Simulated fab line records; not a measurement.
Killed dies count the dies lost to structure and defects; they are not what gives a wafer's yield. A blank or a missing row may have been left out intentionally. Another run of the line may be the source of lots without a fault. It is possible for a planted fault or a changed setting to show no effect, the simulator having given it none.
Which of the tools did it? ; flow n5Finfet ; 29 wafers from 10 lots sampled at 6 of the route's 1938 steps

WHAT THE GAUGES READ, wafer by wafer
N5_BEOL_M4_RS_MEAS_58: a four-point-probe measurement. Usual: for M4_RS the level is 0.68 ohm/sq and the standard deviation is 0.035.
lot;measured;on;M4_RS (ohm/sq);flag
L994;day 8 03:49;filmMetro-02;0.74 0.64 0.68;
L996;day 8 10:44;filmMetro-02;0.68 0.65 0.68;
L999;day 9 10:10;filmMetro-02;0.71 0.64 0.68;
L101;day 9 16:48;filmMetro-02;0.63 0.68 0.70;
L103;day 10 14:56;filmMetro-02;0.68 0.64 0.68;
L106;day 10 20:43;filmMetro-02;0.64 0.67 0.71;
L105;day 10 23:52;filmMetro-01;0.72 0.69;
L108;day 11 06:16;filmMetro-02;0.66 0.69 0.64;
L109;day 11 21:35;filmMetro-01;0.61 0.67 0.62;
L110;day 11 23:40;filmMetro-02;0.65 0.66 0.65;

N5_BEOL_M4_RC_MEAS_101. Usual: DIBL_N 35.8 mV/V, standard deviation 1.5; DIBL_P 35.9 mV/V, standard deviation 1.8; IOFF_N 0.152 nA/um, standard deviation 0.025; IOFF_P 0.21 nA/um, standard deviation 0.031; ION_N 672 uA/um, standard deviation 11; ION_P 462 uA/um, standard deviation 7.4; SS_N 71.5 mV/dec, standard deviation 0.52; SS_P 73.2 mV/dec, standard deviation 0.54; VT_N 250 mV, standard deviation 3; VT_P -250 mV, standard deviation 3.3.
lot;measured;on;DIBL_N (mV/V);DIBL_P (mV/V);IOFF_N (nA/um);IOFF_P (nA/um);ION_N (uA/um);ION_P (uA/um);SS_N (mV/dec);SS_P (mV/dec);VT_N (mV);VT_P (mV);flag
L994;day 8 04:01;prober-02;37.7 35.8 35.6;37.6 35.2 36.1;0.168 0.146 0.145;0.25 0.20 0.22;681 669 672;470 463 472;71.9 71.5 71.4;73.4 73.2 72.5;250 250 251;-247 -248 -248;
L996;day 8 10:56;prober-02;37.5 38.5 35.5;36.4 38.3 34.8;0.161 0.195 0.131;0.23 0.27 0.20;675 690 665;467 474 465;71.4 72.0 71.7;73.3 73.9 73.3;249 244 251;-247 -245 -248;
L999;day 9 10:22;prober-02;36.1 36.7 36.1;34.1 34.2 35.3;0.143 0.153 0.155;0.20 0.20 0.22;678 659 664;465 449 461;71.3 71.6 70.4;73.3 73.1 73.9;251 249 248;-249 -247 -247;
L101;day 9 17:10;prober-02;37.0 37.5 35.0;36.6 37.7 33.7;0.143 0.146 0.112;0.19 0.19 0.14;670 665 661;459 453 450;71.6 71.9 71.4;73.8 74.1 72.9;252 254 256;-255 -255 -259;
L103;day 10 14:59;prober-01;35.9 36.2 35.8;35.9 36.9 36.0;0.158 0.169 0.161;0.21 0.23 0.21;673 684 685;464 469 466;71.3 71.0 70.9;72.6 73.7 73.8;248 248 248;-245 -248 -251;
L106;day 10 20:46;prober-01;37.1 34.2 35.5;37.8 34.8 36.5;0.177 0.128 0.145;0.23 0.18 0.20;667 677 672;458 467 459;71.3 71.8 71.3;74.7 73.7 74.1;248 252 251;-248 -250 -253;
L105;day 11 00:23;prober-02;36.5 35.9;35.2 34.6;0.167 0.151;0.21 0.20;681 670;466 462;72.1 70.9;72.9 73.4;251 250;-246 -248;
L108;day 11 06:28;prober-01;35.0 35.6 35.9;34.8 35.4 36.6;0.141 0.143 0.164;0.19 0.20 0.22;677 667 678;463 464 466;71.7 71.7 71.9;72.9 73.0 73.7;249 253 248;-253 -251 -249;
L109;day 11 21:38;prober-02;35.2 38.9 35.4;36.2 40.1 35.7;0.142 0.205 0.134;0.20 0.27 0.20;675 687 658;461 475 456;71.5 72.3 71.5;73.4 74.0 72.7;250 245 250;-252 -247 -251;
L110;day 11 23:43;prober-01;37.7 36.0 36.5;38.6 35.8 38.0;0.218 0.172 0.196;0.29 0.23 0.28;700 676 706;484 465 489;72.0 71.6 72.4;74.3 72.8 73.7;244 245 245;-243 -248 -243;

N5_BEOL_M5_OCD_MEAS_38. Usual: 71.1 nm for trenchDepthNm, sd 1.4.
lot;measured;on;trenchDepthNm (nm);flag
L994;day 8 10:17;ocd-01;73.1 67.6 69.1;
L996;day 8 16:54;ocd-01;70.8 71.8 71.0;
L999;day 9 16:13;ocd-02;72.0 72.6 71.7;
L101;day 9 22:23;ocd-01;73.0 69.2 70.1;
L103;day 10 20:15;ocd-02;72.4 72.5 69.2;
L106;day 11 03:13;ocd-02;70.7 69.2 73.8;
L105;day 11 06:10;ocd-02;69.5 72.0;
L108;day 11 15:27;ocd-02;- - -;OFF
L109;day 12 01:47;ocd-01;- - -;OFF
L110;day 12 04:20;ocd-01;- - -;OFF

TOOL THAT RAN EACH LOT (tool first, then ch and the chambers of the sampled wafers, then the start)
lot;N5_BEOL_M4_SPUTTER_81;N5_BEOL_M4_SPUTTER_94;N5_BEOL_M5_ILD_DEP_00
L994;pvdSputter-01, day 8 01:26;pvdSputter-01, day 8 02:32;pecvd-01 ch 0,1,2, day 8 04:49
L996;pvdSputter-03, day 8 07:57;pvdSputter-03, day 8 09:03;pecvd-04 ch 0,1, day 8 11:44
L999;pvdSputter-03, day 9 07:47;pvdSputter-03, day 9 08:53;pecvd-04 ch 0,2, day 9 11:10
L101;pvdSputter-03, day 9 14:26;pvdSputter-03, day 9 15:32;pecvd-04 ch 0,2, day 9 17:50
L103;pvdSputter-01, day 10 12:17;pvdSputter-01, day 10 13:23;pecvd-02 ch 0,1, day 10 15:57
L106;pvdSputter-02, day 10 18:19;pvdSputter-02, day 10 19:25;pecvd-04 ch 0,1, day 10 21:43
L105;pvdSputter-02, day 10 21:29;pvdSputter-02, day 10 22:35;pecvd-01 ch 0,1, day 11 00:53
L108;pvdSputter-03, day 11 03:42;pvdSputter-03, day 11 04:48;pecvd-01 ch 1, day 11 07:17
L109;pvdSputter-02, day 11 19:02;pvdSputter-02, day 11 20:08;pecvd-02 ch 0,1,2, day 11 22:35
L110;pvdSputter-02, day 11 21:17;pvdSputter-02, day 11 22:23;pecvd-01 ch 0,1,2, day 12 00:41
- N5_BEOL_M4_SPUTTER_81: material Cu, target thk 4.5 nm, time 8.29 s.
- N5_BEOL_M4_SPUTTER_94: material Cu, target thk 4.5 nm, time 8.29 s.
- N5_BEOL_M5_ILD_DEP_00: deposits SiCOH lowk from DEMS/porogen, target thk 140.64 nm, time 25.9 s.

WHAT THE TOOLS THEMSELVES READ (means of the sampled wafers that have a number; where no wafer has one, the mark that the record gives instead)
N5_BEOL_M4_SPUTTER_81. Usual: chuckGasFlowSccm 1.27 sccm, standard deviation 0.049; throttleValvePct 30.4 %, standard deviation 0.99.
lot;tool;chuckGasFlowSccm (sccm);throttleValvePct (%);flag
L994;pvdSputter-01;1.27;29.8;
L996;pvdSputter-03;1.27;30.8;
L999;pvdSputter-03;1.24;29.8;
L101;pvdSputter-03;1.32;29.9;
L103;pvdSputter-01;1.28;30.8;
L106;pvdSputter-02;1.21;30.8;
L105;pvdSputter-02;1.21;31.1;
L108;pvdSputter-03;1.28;30.2;
L109;pvdSputter-02;1.25;30.7;
L110;pvdSputter-02;1.28;30.8;

N5_BEOL_M4_SPUTTER_94. Usual: chuckGasFlowSccm 1.27 sccm, standard deviation 0.047; throttleValvePct 30.4 %, standard deviation 0.99.
lot;tool;chuckGasFlowSccm (sccm);throttleValvePct (%);flag
L994;pvdSputter-01;1.32;29.8;
L996;pvdSputter-03;1.23;30.9;
L999;pvdSputter-03;1.22;29.9;
L101;pvdSputter-03;1.30;29.9;
L103;pvdSputter-01;1.30;30.7;
L106;pvdSputter-02;1.23;30.8;
L105;pvdSputter-02;1.28;31.0;
L108;pvdSputter-03;1.22;30.2;
L109;pvdSputter-02;1.24;30.6;
L110;pvdSputter-02;1.22;30.8;

N5_BEOL_M5_ILD_DEP_00. Usual: chamberPressureTorr 4.998 Torr, standard deviation 0.011; heaterPowerOuterW 142 W, standard deviation 29; heaterPowerW 295 W, standard deviation 42; showerheadPlenumPTorr 5.739 Torr, standard deviation 0.015; throttleValvePct 14.1 %, standard deviation 0.81.
lot;tool;chamberPressureTorr (Torr);heaterPowerOuterW (W);heaterPowerW (W);showerheadPlenumPTorr (Torr);throttleValvePct (%);flag
L994;pecvd-01;4.990;143;294;5.753;14.8;
L996;pecvd-04;4.999;164;324;5.725;13.4;
L999;pecvd-04;4.995;129;263;5.727;14.0;
L101;pecvd-04;4.990;159;322;5.723;13.7;
L103;pecvd-02;4.999;130;296;5.746;14.2;
L106;pecvd-04;4.989;143;301;5.722;13.5;
L105;pecvd-01;4.995;150;302;5.751;14.4;
L108;pecvd-01;-;-;-;-;-;OFF
L109;pecvd-02;-;-;-;-;-;OFF
L110;pecvd-01;-;-;-;-;-;OFF

THE ANSWER, worked out from the rows above alone
Rule: lot off if the mean of its wafers having a number is beyond 3 standard deviations from the usual mean. A lot without any number at a reading at which 4 lots or more have one is off too. Any other lot the step has rows for is counted as sound. After the gauges, taken in route order, come the tools' own readings; for these a lot's mean is taken, as printed above. At the first step where some lot is off, the reading lying furthest off is the one used; lots without a number count as furthest.
Off: L108, L109, L110, at N5_BEOL_M5_OCD_MEAS_38 (trenchDepthNm). Without a number there: L108, L109, L110.
If a tool, at a process step before that reading, ran all the lots that are off and no sound lot after the first of them, it fits. The gauges at N5_BEOL_M5_OCD_MEAS_38 aren't tried: what is off there is off at N5_BEOL_M5_ILD_DEP_00 too, on other tools, and a gauge's error can't cause that. No candidate that was tried fits.

WHAT THE SIMULATOR PUT IN
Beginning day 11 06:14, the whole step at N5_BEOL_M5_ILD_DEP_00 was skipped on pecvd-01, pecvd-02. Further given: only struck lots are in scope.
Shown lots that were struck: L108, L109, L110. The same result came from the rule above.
